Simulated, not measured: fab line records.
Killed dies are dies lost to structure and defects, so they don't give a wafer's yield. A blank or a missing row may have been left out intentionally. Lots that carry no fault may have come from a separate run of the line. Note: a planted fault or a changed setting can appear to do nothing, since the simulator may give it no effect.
Which tool is to blame? ; flow nand_harc ; 42 wafers from 14 lots sampled at 6 of the route's 1159 steps

## WHAT THE GAUGES READ, wafer by wafer
NHARC_P_BONDPAD_THK_MEAS_20: measures by xrf.
lot;measured;on;thk_nm (nm)
L379;day 6 01:42;film_metro-02;160.9 162.6 160.4
L380;day 6 10:58;film_metro-01;160.2 160.1 159.4
L382;day 7 09:13;film_metro-01;158.9 160.3 159.2
L384;day 7 09:55;film_metro-02;156.7 157.5 158.1
L383;day 7 16:35;film_metro-02;160.6 162.4 158.9
L386;day 8 06:38;film_metro-01;162.8 161.7 160.2
L385;day 8 07:02;film_metro-02;161.2 160.6 162.4
L389;day 9 05:07;film_metro-01;160.9 158.1 156.6
L391;day 10 10:51;film_metro-01;159.4 159.6 159.7
L393;day 10 12:16;film_metro-01;160.4 162.2 160.7
L395;day 10 18:55;film_metro-01;161.5 158.8 161.0
L397;day 10 21:17;film_metro-01;158.9 159.2 160.4
L398;day 11 05:23;film_metro-01;161.4 161.5 162.0
L400;day 11 21:43;film_metro-02;158.2 160.9 158.2

NHARC_A_START_INSPECT_01.
lot;measured;on;raw_defect_count
L379;day 6 02:24;defect_inspect-01;5 4 6
L380;day 6 11:40;defect_inspect-01;3 3 5
L382;day 7 09:53;defect_inspect-01;4 4 5
L384;day 7 10:35;defect_inspect-01;2 3 6
L383;day 7 17:16;defect_inspect-01;2 2 6
L386;day 8 07:19;defect_inspect-01;7 4 4
L385;day 8 07:43;defect_inspect-02;6 6 2
L389;day 9 05:47;defect_inspect-02;4 3 4
L391;day 10 11:31;defect_inspect-01;4 1 0
L393;day 10 12:56;defect_inspect-01;5 1 6
L395;day 10 19:36;defect_inspect-01;5 3 8
L397;day 10 21:59;defect_inspect-02;5 6 7
L398;day 11 06:04;defect_inspect-01;5 1 6
L400;day 11 22:25;defect_inspect-02;4 4 3

NHARC_A_ONON_D1_THK_MEAS_08: measures by ellipsometry.
lot;measured;on;thk_nm (nm)
L379;day 7 09:54;film_metro-02;988 987 987
L380;day 7 10:15;film_metro-02;991 993 991
L382;day 8 08:53;film_metro-02;1008 1009 1009
L384;day 8 08:54;film_metro-01;986 988 987
L383;day 8 18:02;film_metro-02;1000 999 1000
L386;day 9 07:56;film_metro-02;1002 1004 1002
L385;day 9 07:56;film_metro-01;998 997 997
L389;day 10 06:28;film_metro-02;1019 1019 1020
L391;day 11 12:00;film_metro-01;977 977 977
L393;day 11 11:39;film_metro-01;1006 1007 1007
L395;day 11 19:38;film_metro-01;1013 1013 1012
L397;day 11 19:48;film_metro-01;998 999 997
L398;day 12 07:10;film_metro-01;1008 1007 1006
L400;day 12 23:22;film_metro-02;989 987 987

NHARC_A_ONON_D1_THK_MEAS_24: measures by ellipsometry.
lot;measured;on;thk_nm (nm)
L379;day 8 00:29;film_metro-01;1003 1004 1004
L380;day 8 00:29;film_metro-02;998 998 998
L382;day 8 18:13;film_metro-01;1006 1007 1006
L384;day 8 18:13;film_metro-02;1001 1001 1000
L383;day 9 03:27;film_metro-01;1003 1003 1004
L386;day 9 19:08;film_metro-02;1004 1002 1002
L385;day 9 19:09;film_metro-01;1004 1004 1005
L389;day 10 15:50;film_metro-02;996 999 997
L391;day 11 22:11;film_metro-02;409 408 411
L393;day 11 21:55;film_metro-02;995 997 998
L395;day 12 08:13;film_metro-02;388 389 386
L397;day 12 08:13;film_metro-01;978 979 978
L398;day 12 17:56;film_metro-02;989 989 991
L400;day 13 08:57;film_metro-02;988 989 989

NHARC_END_SORT_01.
lot;measured;on;killed_at_array;killed_at_other;killed_at_periphery;killed_dies;killed_open;killed_short
L391;day 23 12:43;prober-01;666 666 671;3 5 1;8 6 5;677 677 677;4 3 3;2 2 2
L395;day 24 05:45;prober-02;675 672 670;0 3 0;2 2 7;677 677 677;1 4 5;3 3 1

## TOOL THAT RAN EACH LOT (tool first, then ch and the chambers of the sampled wafers, then the start)
lot;NHARC_A_ONON_D1_DEP_22
L379;pecvd_onon-03 ch 0, day 7 23:59
L380;pecvd_onon-02 ch 0, day 7 23:58
L382;pecvd_onon-03 ch 0, day 8 17:43
L384;pecvd_onon-02 ch 0, day 8 17:46
L383;pecvd_onon-01 ch 0, day 9 03:04
L386;pecvd_onon-01 ch 0, day 9 18:44
L385;pecvd_onon-03 ch 0, day 9 18:41
L389;pecvd_onon-01 ch 0, day 10 15:20
L391;pecvd_onon-03 ch 0, day 11 21:41
L393;pecvd_onon-01 ch 0, day 11 21:23
L395;pecvd_onon-03 ch 0, day 12 07:43
L397;pecvd_onon-02 ch 0, day 12 07:43
L398;pecvd_onon-01 ch 0, day 12 17:25
L400;pecvd_onon-01 ch 0, day 13 08:34
- NHARC_A_ONON_D1_DEP_22: target thk 1000 nm.

## WHAT THE TOOLS THEMSELVES READ (means of the sampled wafers that have a number; where no wafer has one, the mark that the record gives instead)
NHARC_A_ONON_D1_DEP_22.
lot;tool;n2_flow_sccm (sccm)
L379;pecvd_onon-03;2754
L380;pecvd_onon-02;2752
L382;pecvd_onon-03;2738
L384;pecvd_onon-02;2759
L383;pecvd_onon-01;2750
L386;pecvd_onon-01;2758
L385;pecvd_onon-03;2750
L389;pecvd_onon-01;2748
L391;pecvd_onon-03;2748
L393;pecvd_onon-01;2761
L395;pecvd_onon-03;2737
L397;pecvd_onon-02;2751
L398;pecvd_onon-01;2747
L400;pecvd_onon-01;2749

## THE ANSWER, worked out from the rows above alone
Rule: the usual values come from the lots themselves. Put in order of their means at a reading, lots are off if they are a third of the lots or fewer, leave a main group of 4 or more, and stand apart from it by a gap of 3 or more times the standard deviation of the main group's means; of several such gaps the widest counts. A main group is skipped when, at the precision printed for the reading in the tables above, its means are all equal. Also off: a lot with no number at a reading for which 4 or more lots have one. The other lots that the step has rows for count as sound. After the gauges, taken in route order, come the tools' own readings; for these a lot's mean is taken, as printed above. The first step at which some lot is off is used, and at that step the reading that is off furthest; a lot without a number counts as furthest.
Off at NHARC_A_ONON_D1_THK_MEAS_24 (thk_nm): L391, L395. The main group: mean 997 nm, standard deviation 7.9.
A tool fits if, at a process step before that reading, it ran every lot that is off, and no sound lot after the first of them. The gauges at NHARC_A_ONON_D1_THK_MEAS_24 are tried like those tools. One fits: pecvd_onon-03 at NHARC_A_ONON_D1_DEP_22. A fault onset in the window from L385 (day 9 18:41, its last sound lot) to L391 (day 11 21:41, its first lot off) fits.

## WHAT HAD BEEN PUT IN BY THE SIMULATOR
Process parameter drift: pecvd_onon-03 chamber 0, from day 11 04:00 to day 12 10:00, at NHARC_A_ONON_D1_DEP_22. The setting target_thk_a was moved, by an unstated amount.
Shown lots that were struck: L391, L395. The rule given above showed the same thing.
